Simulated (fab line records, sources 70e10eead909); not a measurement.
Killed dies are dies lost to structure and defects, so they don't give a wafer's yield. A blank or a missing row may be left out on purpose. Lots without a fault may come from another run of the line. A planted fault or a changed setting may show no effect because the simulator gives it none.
Chamber matching | flow nand_harc | NHARC_A_STAIRCASE_ETCH_444 on rie_diel-01: 4 sister chambers
The step etches the open film in C4F8/O2, target depth 20400 nm, time 6800 s. 8 wafers are shown with their chamber, then 7 later ones without.

WAFERS WITH THEIR CHAMBER
wafer  | chamber | rf_vpp_V (V) | oes_product_au (a.u.)
L074.5 | 0       | 803          | 0.964
L079.1 | 0       | 803          | 0.928
L079.6 | 3       | 810          | 0.912
L086.1 | 3       | 809          | 0.895
L086.2 | 1       | 808          | 0.903
L086.4 | 2       | 803          | 0.927
L090.1 | 1       | 808          | 0.970
L090.4 | 2       | 801          | 0.957

WAFERS WITHOUT THEIR CHAMBER
wafer  | rf_vpp_V (V) | oes_product_au (a.u.)
L090.6 | 807          | 0.972
L094.2 | 803          | 0.921
L094.5 | 801          | 0.930
L094.6 | 807          | 0.940
L095.2 | 802          | 0.920
L095.3 | 807          | 0.919
L095.6 | 800          | 0.920

WHICH CHAMBER EACH WENT THROUGH
wafer  | from the rows above     | in truth
L090.6 | 1                       | 1
L094.2 | can't be placed: 0 or 2 | 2
L094.5 | can't be placed: 2 or 0 | 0
L094.6 | 1                       | 1
L095.2 | can't be placed: 2 or 0 | 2
L095.3 | can't be placed: 1 or 3 | 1
L095.6 | can't be placed: 2 or 0 | 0
Placed correctly: 2 of 7. Can't be placed from these rows: 5 (the true chamber is among the candidates in 5). Placed wrongly: 0.
How it was worked out, from the rows above alone: a wafer's distance from a chamber is the root of the sum, over the readings, of the square of ((its reading less the chamber's mean) divided by the reading's scatter). The wafer belongs to the nearest chamber; if the next one is less than 2 further off, it can't be placed. A chamber's mean is the mean of its shown wafers. The scatter: the root of (the sum of the squares of (reading less its chamber's mean) over the shown wafers, divided by (wafers less chambers)).
